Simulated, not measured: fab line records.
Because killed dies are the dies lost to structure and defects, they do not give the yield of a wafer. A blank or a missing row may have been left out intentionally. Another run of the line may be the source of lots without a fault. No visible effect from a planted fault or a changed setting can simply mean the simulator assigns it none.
3 desks looking at one fault	flow n5 finfet	every desk sees just its own numbers, and what lay behind them comes last

DESK OF THE TOOL OWNER: pvd sputter-03
The tool's own readings at N5_BEOL_M3_HM_DEP_02 (deposits TiN, target thk 20 nm): means of the sampled wafers that have a number, for each lot that ran on this tool. A lot is out of limits, marked OUT, if its mean lies more than 4 standard deviations from the usual mean; the brackets give that distance.
Columns: A = susceptor temp C at N5_BEOL_M3_HM_DEP_02, usual 25.01 C; B = throttle valve pct at N5_BEOL_M3_HM_DEP_02, usual 29.9 %
lot	first seen here	A	B
L468	day 9 02:58	25.03	29.0
L475	day 10 10:38	24.92	29.3
L476	day 10 10:56	25.05	29.6
L483	day 12 04:12	24.97	29.9
L482	day 12 04:23	24.94	29.9
L481	day 12 05:35	25.00	29.8
Result from this desk: across the 6 lots, nothing is out of limits.

FROM THE METROLOGY DESK
Means of the sampled wafers that have a number, per lot and without regard to the tool the lot ran on: this is what the gauges read. A lot is out of limits, marked OUT, if its mean lies more than 4 standard deviations from the usual mean; the brackets give that distance. Readings shown: 7 of its 11, picked as those furthest out on some lot.
Columns: A = DIBL_N at N5_BEOL_M4_RC_MEAS_101, usual 35.8 mV/V; B = IOFF_P at N5_BEOL_M4_RC_MEAS_101, usual 0.194 nA/um; C = ION_P at N5_BEOL_M4_RC_MEAS_101, usual 456 uA/um; D = SS_N at N5_BEOL_M4_RC_MEAS_101, usual 71.4 mV/dec; E = SS_P at N5_BEOL_M4_RC_MEAS_101, usual 73.1 mV/dec; F = VT_N at N5_BEOL_M4_RC_MEAS_101, usual 251 mV; G = VT_P at N5_BEOL_M4_RC_MEAS_101, usual -252 mV
lot	first seen here	A	B	C	D	E	F	G
L467	day 7 17:46	34.9	0.173	458	71.4	73.0	254	-255
L468	day 9 01:15	37.1	0.205	444	72.6	73.7	251	-252
L474	day 10 04:11	34.2	0.210	465	71.0	72.6	249	-248
L475	day 10 07:56	36.4	0.223	464	71.5	73.3	250	-246
L476	day 10 08:49	34.7	0.219	463	71.4	73.5	249	-248
L483	day 12 02:07	35.0	0.183	453	71.3	73.1	254	-252
L482	day 12 02:34	36.1	0.214	460	71.4	73.8	248	-249
L481	day 12 04:55	37.7	0.205	462	72.1	73.6	248	-251
L486	day 12 18:44	36.2	0.226	465	71.5	72.9	246	-247
Result from this desk: across the 9 lots, nothing is out of limits.

THE DEFECT DESK
What the inspections along the route counted, lot by lot: means of the sampled wafers that have a number. A lot is out of limits, marked OUT, if its mean lies more than 4 standard deviations from the usual mean; the brackets give that distance.
Columns: A = raw defect count at N5_BEOL_M3_INSPECT_13, usual 407; B = raw defect count at N5_BEOL_M3_INSPECT_30, usual 403
lot	first seen here	A	B
L467	day 7 22:21	559	509
L468	day 9 03:26	421	379
L474	day 10 05:17	452	449
L475	day 10 11:08	301	305
L476	day 10 11:25	413	405
L483	day 12 04:41	654	651
L482	day 12 04:59	735	656
L481	day 12 06:14	718	656
L486	day 12 19:53	385	399
Result from this desk: across the 9 lots, nothing is out of limits.

PUT TOGETHER
The desk of the tool owner found nothing out of limits.
Nothing out of limits was seen by the metrology desk.
No out-of-limits result turned up at the defect desk.

WHAT THE SIMULATOR PUT IN
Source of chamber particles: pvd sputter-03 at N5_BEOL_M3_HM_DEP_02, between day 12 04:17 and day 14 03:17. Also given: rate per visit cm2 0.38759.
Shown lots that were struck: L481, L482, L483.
